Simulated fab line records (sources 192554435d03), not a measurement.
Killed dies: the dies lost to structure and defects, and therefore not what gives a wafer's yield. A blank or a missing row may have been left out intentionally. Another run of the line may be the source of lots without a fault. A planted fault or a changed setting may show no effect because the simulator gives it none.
Code-filled problem report in 8D (eight disciplines) form | flow n5 finfet | the parts of the form that need people (team, actions taken, sign-off) are left out

1. WHAT WENT WRONG
trench depth nm at N5_BEOL_M7_OCD_MEAS_38 reads a mean of 83.7 nm on 1 wafer of 1 lot; wafers without a fault read 93.1 nm with a standard deviation of 2.2. Relative to the usual mean, that is a shift of -4.3 standard deviations.
The first sign was on wafer L187.3 at day 14 03:15, on ocd-01. The record has a number at this step for 27 wafers belonging to 9 lots. The rule behind "out" and "out of limits": a value lying over 4 standard deviations away from the usual mean. All remaining wafers that have a number are taken as sound.

2. WHAT IT IS; WHAT IT IS NOT
question                    | is                | is not
which readings at this step | trench depth nm   | -
which lots                  | L187              | L173, L175, L177, L178, L180, L190, L191, L193
which wafers of those lots  | L187.3            | L187.1, L187.5
read on which gauges        | ocd-01            | ocd-02
when                        | from day 14 03:15 | up to then (17 sound wafers); but 9 sound wafers of L190, L191, L193 came after

3. SUSPECTS, AND WHAT RULES EACH OUT
Counting: if a tool at a process step up to the reading ran every lot that is out, it stays a suspect. Sound lots after the first of them don't rule it out here, since some wafers of a struck lot are sound.
- the gauge at N5_BEOL_M7_OCD_MEAS_38 has been ruled out. All the wafers that are out were read on ocd-01, but those of them that N5_PASSIVATION_PROBE_49 has rows for are out there too, on other tools.
- pvd sputter-01 at N5_BEOL_M7_HM_DEP_02 (deposits TiN, target thk 20 nm): kept. L187, the lot that is out, went through it at day 14 01:02; up to then, the latest sound lot through it was L178 at day 10 08:49.
- rie diel-02 at N5_BEOL_M7_VIA_ETCH_34 (etches SiCOH lowk in C4F6/O2, target depth 125.5 nm, time 50.5 s): kept. L187, the lot that is out, went through it at day 14 03:00; up to then, the latest sound lot through it was L180 at day 11 21:51.
- The sound lot-mates ran in chamber 0 of rie diel-02 at N5_BEOL_M7_VIA_ETCH_34, but the wafers that are out ran in chamber 1.
Remaining after the count are pvd sputter-01 at N5_BEOL_M7_HM_DEP_02 and rie diel-02 at N5_BEOL_M7_VIA_ETCH_34.

4. THE CAUSE (what the simulator had put in)
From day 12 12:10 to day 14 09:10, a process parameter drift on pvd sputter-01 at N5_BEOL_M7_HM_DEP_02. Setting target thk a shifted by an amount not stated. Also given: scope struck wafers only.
This tool is one of the 2 suspects left after counting.

5. THE CHAIN OF EFFECTS, in route order
Each row: a reading where the mean over the struck wafers with a number is more than 3 standard deviations away from the usual. Readings are gone through only where the record gives a usual standard deviation; hours: the median, over the lots, of the time from a lot's start at the first step in this table giving one to that lot's start at this step; sigmas: the change measured in usual standard deviations.
hours | step                    | reading              | usual   | on struck wafers | change | sigmas
0     | N5_BEOL_M7_OCD_MEAS_38  | trench depth nm      | 93.1 nm | 83.7             | -9.4   | -4.3
77    | N5_PASSIVATION_PROBE_49 | defect limited yield | 91.3 %  | 82.5             | -8.8   | -6.3
77    | N5_PASSIVATION_PROBE_49 | killed_at_M4_up      | 15      | 125              | +110   | +18
77    | N5_PASSIVATION_PROBE_49 | killed dies          | 102     | 206              | +104   | +6.1
77    | N5_PASSIVATION_PROBE_49 | killed on rim        | 13      | 42               | +29    | +7.1
77    | N5_PASSIVATION_PROBE_49 | sort_bin_5_function  | 5.1 %   | 14.2             | +9.1   | +10
77    | N5_PASSIVATION_PROBE_49 | sort n pass          | 1078    | 974              | -104   | -6.1
77    | N5_PASSIVATION_PROBE_49 | sort yield pct       | 91.3 %  | 82.5             | -8.8   | -6.3
Here are the process steps it includes:
- N5_PASSIVATION_PROBE_49

6. WHAT WOULD HAVE CAUGHT IT SOONER
In this record the first reading out of limits at a measuring or inspecting step was taken at day 14 03:15, 39 hours after the fault began at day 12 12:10.
An alarm limit of 4 standard deviations would not have fired on the tool readings at N5_BEOL_M7_HM_DEP_02 for which the record gives a usual standard deviation, since none of them was out on any struck wafer.
All the lots that are out (1) had begun N5_BEOL_M7_HM_DEP_02 on pvd sputter-01 by day 14 03:15. Holding the tool at that point would not have protected any of them.
